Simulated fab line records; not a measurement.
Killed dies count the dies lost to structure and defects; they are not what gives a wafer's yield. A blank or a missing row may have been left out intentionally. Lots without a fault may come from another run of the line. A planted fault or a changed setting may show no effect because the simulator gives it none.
What tool caused it? || flow n5-finfet || 9 lots with 27 wafers sampled at 5 steps, on a route of 1938 steps

WHAT THE GAUGES SHOWED, per wafer
N5_ZERO_LAYER_CD_MEAS_11: target cd 2000 nm. Usual: cd-nm at 2000.7 nm, with a standard deviation of 1.9.
{"lot": "L129", "measured": "day 2 06:40", "on": "cd-sem-02", "cd-nm (nm)": "2003.1 2002.5 2002.6", "flag": ""}
{"lot": "L130", "measured": "day 2 12:46", "on": "cd-sem-02", "cd-nm (nm)": "2000.6 2000.8 1998.3", "flag": ""}
{"lot": "L131", "measured": "day 2 18:52", "on": "cd-sem-03", "cd-nm (nm)": "2006.1 1999.3 2003.5", "flag": ""}
{"lot": "L133", "measured": "day 3 06:47", "on": "cd-sem-01", "cd-nm (nm)": "2001.6 2001.8 2002.1", "flag": ""}
{"lot": "L137", "measured": "day 4 06:46", "on": "cd-sem-02", "cd-nm (nm)": "1997.4 1998.2 1995.6", "flag": ""}
{"lot": "L138", "measured": "day 4 12:46", "on": "cd-sem-02", "cd-nm (nm)": "2004.4 1999.9 2002.3", "flag": ""}
{"lot": "L139", "measured": "day 4 18:46", "on": "cd-sem-03", "cd-nm (nm)": "2005.7 2000.3 2003.0", "flag": ""}
{"lot": "L144", "measured": "day 6 00:46", "on": "cd-sem-03", "cd-nm (nm)": "2000.8 2002.0 2001.5", "flag": ""}
{"lot": "L149", "measured": "day 7 06:38", "on": "cd-sem-01", "cd-nm (nm)": "2000.9 1999.6 2001.1", "flag": ""}

N5_BEOL_M4_RC_MEAS_101. Usual: DIBL_N 35.9 mV/V, standard deviation 1.4; DIBL_P 35.9 mV/V, standard deviation 1.7; IOFF_N 0.160 nA/um, standard deviation 0.026; IOFF_P 0.21 nA/um, standard deviation 0.036; ION_N 672 uA/um, standard deviation 11; ION_P 461 uA/um, standard deviation 8.1; RS_NWELL 1036 ohm/sq, standard deviation 6.3; SS_N 71.4 mV/dec, standard deviation 0.54; SS_P 73.2 mV/dec, standard deviation 0.67; VT_N 249.3 mV, standard deviation 2.7; VT_P -250 mV, standard deviation 3.9.
{"lot": "L129", "measured": "day 9 04:48", "on": "prober-02", "DIBL_N (mV/V)": "36.3 38.0 36.7", "DIBL_P (mV/V)": "36.2 39.1 35.7", "IOFF_N (nA/um)": "0.161 0.208 0.169", "IOFF_P (nA/um)": "0.22 0.28 0.21", "ION_N (uA/um)": "674 682 674", "ION_P (uA/um)": "462 465 454", "RS_NWELL (ohm/sq)": "1034 1036 1038", "SS_N (mV/dec)": "71.1 72.0 71.8", "SS_P (mV/dec)": "74.1 73.7 73.2", "VT_N (mV)": "249.6 246.3 250.4", "VT_P (mV)": "-247 -248 -247", "flag": ""}
{"lot": "L130", "measured": "day 9 12:25", "on": "prober-02", "DIBL_N (mV/V)": "37.0 35.1 34.3", "DIBL_P (mV/V)": "38.7 36.5 35.6", "IOFF_N (nA/um)": "0.187 0.160 0.139", "IOFF_P (nA/um)": "0.24 0.20 0.18", "ION_N (uA/um)": "680 680 673", "ION_P (uA/um)": "455 468 459", "RS_NWELL (ohm/sq)": "1038 1025 1033", "SS_N (mV/dec)": "72.2 71.6 71.5", "SS_P (mV/dec)": "74.2 73.1 73.1", "VT_N (mV)": "246.1 248.8 249.6", "VT_P (mV)": "-249 -253 -255", "flag": ""}
{"lot": "L131", "measured": "day 9 14:31", "on": "prober-01", "DIBL_N (mV/V)": "37.4 37.1 35.0", "DIBL_P (mV/V)": "35.6 36.0 33.4", "IOFF_N (nA/um)": "0.178 0.178 0.136", "IOFF_P (nA/um)": "0.20 0.21 0.16", "ION_N (uA/um)": "674 686 664", "ION_P (uA/um)": "456 458 448", "RS_NWELL (ohm/sq)": "1032 1048 1036", "SS_N (mV/dec)": "71.8 71.6 71.7", "SS_P (mV/dec)": "73.3 73.6 72.4", "VT_N (mV)": "247.8 249.2 253.0", "VT_P (mV)": "-255 -253 -255", "flag": ""}
{"lot": "L133", "measured": "day 9 16:41", "on": "prober-01", "DIBL_N (mV/V)": "36.4 36.4 35.4", "DIBL_P (mV/V)": "34.8 35.9 34.2", "IOFF_N (nA/um)": "0.153 0.160 0.147", "IOFF_P (nA/um)": "0.20 0.23 0.20", "ION_N (uA/um)": "671 677 670", "ION_P (uA/um)": "464 474 465", "RS_NWELL (ohm/sq)": "1041 1037 1031", "SS_N (mV/dec)": "71.4 71.3 70.6", "SS_P (mV/dec)": "73.4 73.2 72.6", "VT_N (mV)": "250.6 248.7 249.6", "VT_P (mV)": "-250 -247 -246", "flag": ""}
{"lot": "L137", "measured": "day 10 16:13", "on": "prober-01", "DIBL_N (mV/V)": "35.7 32.5 36.7", "DIBL_P (mV/V)": "36.3 31.9 37.0", "IOFF_N (nA/um)": "0.153 0.104 0.161", "IOFF_P (nA/um)": "0.19 0.14 0.20", "ION_N (uA/um)": "676 658 663", "ION_P (uA/um)": "455 448 452", "RS_NWELL (ohm/sq)": "1125 1116 1132", "SS_N (mV/dec)": "70.7 70.6 71.4", "SS_P (mV/dec)": "74.0 72.7 74.8", "VT_N (mV)": "248.6 258.3 250.6", "VT_P (mV)": "-255 -257 -255", "flag": "OFF"}
{"lot": "L138", "measured": "day 11 10:02", "on": "prober-02", "DIBL_N (mV/V)": "38.3 35.8 36.1", "DIBL_P (mV/V)": "39.4 36.3 36.8", "IOFF_N (nA/um)": "0.204 0.158 0.169", "IOFF_P (nA/um)": "0.25 0.20 0.21", "ION_N (uA/um)": "676 686 687", "ION_P (uA/um)": "464 466 463", "RS_NWELL (ohm/sq)": "1130 1129 1120", "SS_N (mV/dec)": "72.0 71.6 71.7", "SS_P (mV/dec)": "73.9 72.9 72.5", "VT_N (mV)": "243.8 248.7 245.5", "VT_P (mV)": "-250 -250 -251", "flag": "OFF"}
{"lot": "L139", "measured": "day 11 10:47", "on": "prober-01", "DIBL_N (mV/V)": 33.9, "DIBL_P (mV/V)": 32.7, "IOFF_N (nA/um)": 0.125, "IOFF_P (nA/um)": 0.18, "ION_N (uA/um)": 672, "ION_P (uA/um)": 458, "RS_NWELL (ohm/sq)": 1117, "SS_N (mV/dec)": 71.0, "SS_P (mV/dec)": 72.8, "VT_N (mV)": 253.8, "VT_P (mV)": -249, "flag": "OFF"}
{"lot": "L144", "measured": "day 12 12:24", "on": "prober-01", "DIBL_N (mV/V)": "37.8 34.7 37.3", "DIBL_P (mV/V)": "38.4 34.8 38.4", "IOFF_N (nA/um)": "0.207 0.137 0.178", "IOFF_P (nA/um)": "0.23 0.18 0.23", "ION_N (uA/um)": "679 658 672", "ION_P (uA/um)": "458 456 459", "RS_NWELL (ohm/sq)": "1037 1037 1032", "SS_N (mV/dec)": "72.8 71.4 72.2", "SS_P (mV/dec)": "73.4 72.3 74.3", "VT_N (mV)": "246.9 250.4 245.6", "VT_P (mV)": "-248 -252 -248", "flag": ""}
{"lot": "L149", "measured": "day 14 04:16", "on": "prober-02", "DIBL_N (mV/V)": "36.1 35.0 38.2", "DIBL_P (mV/V)": "36.2 35.4 39.4", "IOFF_N (nA/um)": "0.149 0.136 0.190", "IOFF_P (nA/um)": "0.18 0.17 0.24", "ION_N (uA/um)": "665 678 675", "ION_P (uA/um)": "456 459 462", "RS_NWELL (ohm/sq)": "1042 1047 1037", "SS_N (mV/dec)": "71.0 70.9 71.5", "SS_P (mV/dec)": "72.9 73.7 74.2", "VT_N (mV)": "252.6 253.1 249.5", "VT_P (mV)": "-253 -255 -248", "flag": ""}

WHAT TOOL EACH LOT RAN ON (gives the tool, then ch and the chambers of the sampled wafers, and finally the start)
{"lot": "L129", "N5_WELL_APT_IMPLANT_14": "implanter-02 ch 0, day 2 07:56", "N5_PMOS_HMC_CHANNEL_EPI_HM_OPEN_15": "rie-diel-03 ch 0,2,3, day 2 11:18", "N5_PMOS_HMC_CHANNEL_EPI_FIN_RECESS_16": "rie-si-02 ch 0,1,3, day 2 11:41"}
{"lot": "L130", "N5_WELL_APT_IMPLANT_14": "implanter-02 ch 0, day 2 13:59", "N5_PMOS_HMC_CHANNEL_EPI_HM_OPEN_15": "rie-diel-02 ch 2,3, day 2 18:15", "N5_PMOS_HMC_CHANNEL_EPI_FIN_RECESS_16": "rie-si-03 ch 0,2, day 2 18:38"}
{"lot": "L131", "N5_WELL_APT_IMPLANT_14": "implanter-01 ch 0, day 2 20:29", "N5_PMOS_HMC_CHANNEL_EPI_HM_OPEN_15": "rie-diel-02 ch 0,1,3, day 3 00:00", "N5_PMOS_HMC_CHANNEL_EPI_FIN_RECESS_16": "rie-si-03 ch 0,1, day 3 00:24"}
{"lot": "L133", "N5_WELL_APT_IMPLANT_14": "implanter-01 ch 0, day 3 07:59", "N5_PMOS_HMC_CHANNEL_EPI_HM_OPEN_15": "rie-diel-04 ch 2,3, day 3 11:53", "N5_PMOS_HMC_CHANNEL_EPI_FIN_RECESS_16": "rie-si-05 ch 0,2,3, day 3 12:17"}
{"lot": "L137", "N5_WELL_APT_IMPLANT_14": "implanter-01 ch 0, day 4 08:33", "N5_PMOS_HMC_CHANNEL_EPI_HM_OPEN_15": "rie-diel-04 ch 0,1, day 4 11:55", "N5_PMOS_HMC_CHANNEL_EPI_FIN_RECESS_16": "rie-si-03 ch 1,2, day 4 12:18"}
{"lot": "L138", "N5_WELL_APT_IMPLANT_14": "implanter-01 ch 0, day 4 13:59", "N5_PMOS_HMC_CHANNEL_EPI_HM_OPEN_15": "rie-diel-03 ch 0,2, day 4 17:54", "N5_PMOS_HMC_CHANNEL_EPI_FIN_RECESS_16": "rie-si-02 ch 0,2,3, day 4 18:16"}
{"lot": "L139", "N5_WELL_APT_IMPLANT_14": "implanter-01 ch 0, day 4 20:08", "N5_PMOS_HMC_CHANNEL_EPI_HM_OPEN_15": "rie-diel-04 ch 0,3, day 4 23:38", "N5_PMOS_HMC_CHANNEL_EPI_FIN_RECESS_16": "rie-si-02 ch 0,1,3, day 5 00:01"}
{"lot": "L144", "N5_WELL_APT_IMPLANT_14": "implanter-02 ch 0, day 6 01:52", "N5_PMOS_HMC_CHANNEL_EPI_HM_OPEN_15": "rie-diel-03 ch 0,1,3, day 6 05:40", "N5_PMOS_HMC_CHANNEL_EPI_FIN_RECESS_16": "rie-si-05 ch 1,2,3, day 6 06:02"}
{"lot": "L149", "N5_WELL_APT_IMPLANT_14": "implanter-02 ch 0, day 7 07:44", "N5_PMOS_HMC_CHANNEL_EPI_HM_OPEN_15": "rie-diel-03 ch 1,2,3, day 7 11:01", "N5_PMOS_HMC_CHANNEL_EPI_FIN_RECESS_16": "rie-si-05 ch 0,1,3, day 7 11:23"}
- N5_WELL_APT_IMPLANT_14
- N5_PMOS_HMC_CHANNEL_EPI_HM_OPEN_15: chemistry CHF3/O2, target SiO2, target depth 40.6 nm, time 20.3 s.
- N5_PMOS_HMC_CHANNEL_EPI_FIN_RECESS_16: chemistry HBr/Cl2, target Si, target depth 54 nm, time 18 s.

AS READ BY THE TOOLS THEMSELVES (means over the sampled wafers that have a number; for cases with no such wafer, the mark the record gives instead)
N5_WELL_APT_IMPLANT_14. Usual: dose-ions-cm2 1.4995e+13, standard deviation 1.7e+10; faraday-current-uA 190, standard deviation 4.1.
{"lot": "L129", "tool": "implanter-02", "dose-ions-cm2": 1.4997e+13, "faraday-current-uA": 190, "flag": ""}
{"lot": "L130", "tool": "implanter-02", "dose-ions-cm2": 1.5023e+13, "faraday-current-uA": 190, "flag": ""}
{"lot": "L131", "tool": "implanter-01", "dose-ions-cm2": 1.4992e+13, "faraday-current-uA": 191, "flag": ""}
{"lot": "L133", "tool": "implanter-01", "dose-ions-cm2": 1.4988e+13, "faraday-current-uA": 194, "flag": ""}
{"lot": "L137", "tool": "implanter-01", "dose-ions-cm2": 1.3019e+13, "faraday-current-uA": 163, "flag": "OFF"}
{"lot": "L138", "tool": "implanter-01", "dose-ions-cm2": 1.3045e+13, "faraday-current-uA": 163, "flag": "OFF"}
{"lot": "L139", "tool": "implanter-01", "dose-ions-cm2": 1.3052e+13, "faraday-current-uA": 166, "flag": "OFF"}
{"lot": "L144", "tool": "implanter-02", "dose-ions-cm2": 1.5004e+13, "faraday-current-uA": 189, "flag": ""}
{"lot": "L149", "tool": "implanter-02", "dose-ions-cm2": 1.4985e+13, "faraday-current-uA": 185, "flag": ""}

N5_PMOS_HMC_CHANNEL_EPI_HM_OPEN_15. Usual: drypump-motor-current-A 5.8 A, standard deviation 0.49; oes-product-au 0.79 a.u., standard deviation 0.081; rf-vpp-V 524 V, standard deviation 11; showerhead-plenum-p-Torr 2.44 Torr, standard deviation 0.074; throttle-valve-pct 18.88 %, standard deviation 0.3.
{"lot": "L129", "tool": "rie-diel-03", "drypump-motor-current-A (A)": 5.5, "oes-product-au (a.u.)": 0.78, "rf-vpp-V (V)": 512, "showerhead-plenum-p-Torr (Torr)": 2.38, "throttle-valve-pct (%)": 18.91, "flag": ""}
{"lot": "L130", "tool": "rie-diel-02", "drypump-motor-current-A (A)": 6.6, "oes-product-au (a.u.)": 0.68, "rf-vpp-V (V)": 528, "showerhead-plenum-p-Torr (Torr)": 2.35, "throttle-valve-pct (%)": 19.04, "flag": ""}
{"lot": "L131", "tool": "rie-diel-02", "drypump-motor-current-A (A)": 5.7, "oes-product-au (a.u.)": 0.78, "rf-vpp-V (V)": 524, "showerhead-plenum-p-Torr (Torr)": 2.38, "throttle-valve-pct (%)": 18.96, "flag": ""}
{"lot": "L133", "tool": "rie-diel-04", "drypump-motor-current-A (A)": 5.7, "oes-product-au (a.u.)": 0.76, "rf-vpp-V (V)": 533, "showerhead-plenum-p-Torr (Torr)": 2.51, "throttle-valve-pct (%)": 18.99, "flag": ""}
{"lot": "L137", "tool": "rie-diel-04", "drypump-motor-current-A (A)": 5.8, "oes-product-au (a.u.)": 0.75, "rf-vpp-V (V)": 532, "showerhead-plenum-p-Torr (Torr)": 2.45, "throttle-valve-pct (%)": 19.03, "flag": ""}
{"lot": "L138", "tool": "rie-diel-03", "drypump-motor-current-A (A)": 5.3, "oes-product-au (a.u.)": 0.80, "rf-vpp-V (V)": 519, "showerhead-plenum-p-Torr (Torr)": 2.43, "throttle-valve-pct (%)": 18.96, "flag": ""}
{"lot": "L139", "tool": "rie-diel-04", "drypump-motor-current-A (A)": 5.7, "oes-product-au (a.u.)": 0.72, "rf-vpp-V (V)": 523, "showerhead-plenum-p-Torr (Torr)": 2.45, "throttle-valve-pct (%)": 18.81, "flag": ""}
{"lot": "L144", "tool": "rie-diel-03", "drypump-motor-current-A (A)": 5.8, "oes-product-au (a.u.)": 0.82, "rf-vpp-V (V)": 510, "showerhead-plenum-p-Torr (Torr)": 2.43, "throttle-valve-pct (%)": 18.84, "flag": ""}
{"lot": "L149", "tool": "rie-diel-03", "drypump-motor-current-A (A)": 5.5, "oes-product-au (a.u.)": 0.81, "rf-vpp-V (V)": 509, "showerhead-plenum-p-Torr (Torr)": 2.43, "throttle-valve-pct (%)": 18.89, "flag": ""}

N5_PMOS_HMC_CHANNEL_EPI_FIN_RECESS_16. Usual: drypump-motor-current-A 5.9 A, standard deviation 0.45; he-backside-leak-sccm 2.89 sccm, standard deviation 0.3; mfc-cl2-sccm 79.96 sccm, standard deviation 0.25; oes-product-au 0.991 a.u., standard deviation 0.017; throttle-valve-pct 35.6 %, standard deviation 0.32.
{"lot": "L129", "tool": "rie-si-02", "drypump-motor-current-A (A)": 6.4, "he-backside-leak-sccm (sccm)": 2.97, "mfc-cl2-sccm (sccm)": 79.72, "oes-product-au (a.u.)": 0.990, "throttle-valve-pct (%)": 35.3, "flag": ""}
{"lot": "L130", "tool": "rie-si-03", "drypump-motor-current-A (A)": 5.3, "he-backside-leak-sccm (sccm)": 2.60, "mfc-cl2-sccm (sccm)": 80.16, "oes-product-au (a.u.)": 1.009, "throttle-valve-pct (%)": 36.1, "flag": ""}
{"lot": "L131", "tool": "rie-si-03", "drypump-motor-current-A (A)": 5.5, "he-backside-leak-sccm (sccm)": 2.82, "mfc-cl2-sccm (sccm)": 79.67, "oes-product-au (a.u.)": 0.999, "throttle-valve-pct (%)": 35.8, "flag": ""}
{"lot": "L133", "tool": "rie-si-05", "drypump-motor-current-A (A)": 6.0, "he-backside-leak-sccm (sccm)": 3.07, "mfc-cl2-sccm (sccm)": 80.32, "oes-product-au (a.u.)": 0.982, "throttle-valve-pct (%)": 35.4, "flag": ""}
{"lot": "L137", "tool": "rie-si-03", "drypump-motor-current-A (A)": 5.0, "he-backside-leak-sccm (sccm)": 2.64, "mfc-cl2-sccm (sccm)": 80.29, "oes-product-au (a.u.)": 1.008, "throttle-valve-pct (%)": 36.0, "flag": ""}
{"lot": "L138", "tool": "rie-si-02", "drypump-motor-current-A (A)": 6.3, "he-backside-leak-sccm (sccm)": 2.80, "mfc-cl2-sccm (sccm)": 79.89, "oes-product-au (a.u.)": 1.001, "throttle-valve-pct (%)": 35.4, "flag": ""}
{"lot": "L139", "tool": "rie-si-02", "drypump-motor-current-A (A)": 6.4, "he-backside-leak-sccm (sccm)": 2.91, "mfc-cl2-sccm (sccm)": 80.09, "oes-product-au (a.u.)": 0.997, "throttle-valve-pct (%)": 35.3, "flag": ""}
{"lot": "L144", "tool": "rie-si-05", "drypump-motor-current-A (A)": 6.0, "he-backside-leak-sccm (sccm)": 2.94, "mfc-cl2-sccm (sccm)": 79.85, "oes-product-au (a.u.)": 0.980, "throttle-valve-pct (%)": 35.3, "flag": ""}
{"lot": "L149", "tool": "rie-si-05", "drypump-motor-current-A (A)": 5.8, "he-backside-leak-sccm (sccm)": 3.03, "mfc-cl2-sccm (sccm)": 79.85, "oes-product-au (a.u.)": 0.988, "throttle-valve-pct (%)": 35.3, "flag": ""}

THE ANSWER, worked out from the rows above alone
Rule: take the mean of a lot's wafers that have a number; if it is more than 3 standard deviations from the usual mean, the lot is off. A lot without any number at a reading at which 4 lots or more have one is off too. The other lots that the step has rows for count as sound. The gauges are gone through in route order, then the tools' own readings, and for those a lot's mean is taken as printed above. At the first step where some lot is off, the reading lying furthest off is the one used; lots without a number count as furthest.
Off: at N5_BEOL_M4_RC_MEAS_101 (RS_NWELL), L137, L138, L139.
A tool fits if, at a process step before that reading, it ran every lot that is off, and no sound lot after the first of them. The gauges at N5_BEOL_M4_RC_MEAS_101 aren't tried: what is off there is off at N5_WELL_APT_IMPLANT_14 too, on other tools, and a gauge's error can't cause that. One fits: N5_WELL_APT_IMPLANT_14 on implanter-01. Its last sound lot is L133 (day 3 07:59), its first lot that is off L137 (day 4 08:33): a fault that began between those two fits.
The tool's own readings at N5_WELL_APT_IMPLANT_14 bear it out: on the lots that are off they differ by more than 5 times the standard deviation of the sound lots' means. dose-ions-cm2 reads 1.3039e+13 there against 1.4998e+13 on the sound lots; faraday-current-uA reads 164 there against 190 on the sound lots.

WHAT WAS PUT IN BY THE SIMULATOR
Process parameters drifting: implanter-01 at N5_WELL_APT_IMPLANT_14, beginning at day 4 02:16. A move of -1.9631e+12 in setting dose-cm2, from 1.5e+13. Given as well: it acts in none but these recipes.
Lots struck among those shown: L137, L138, L139. Same finding as the rule above.
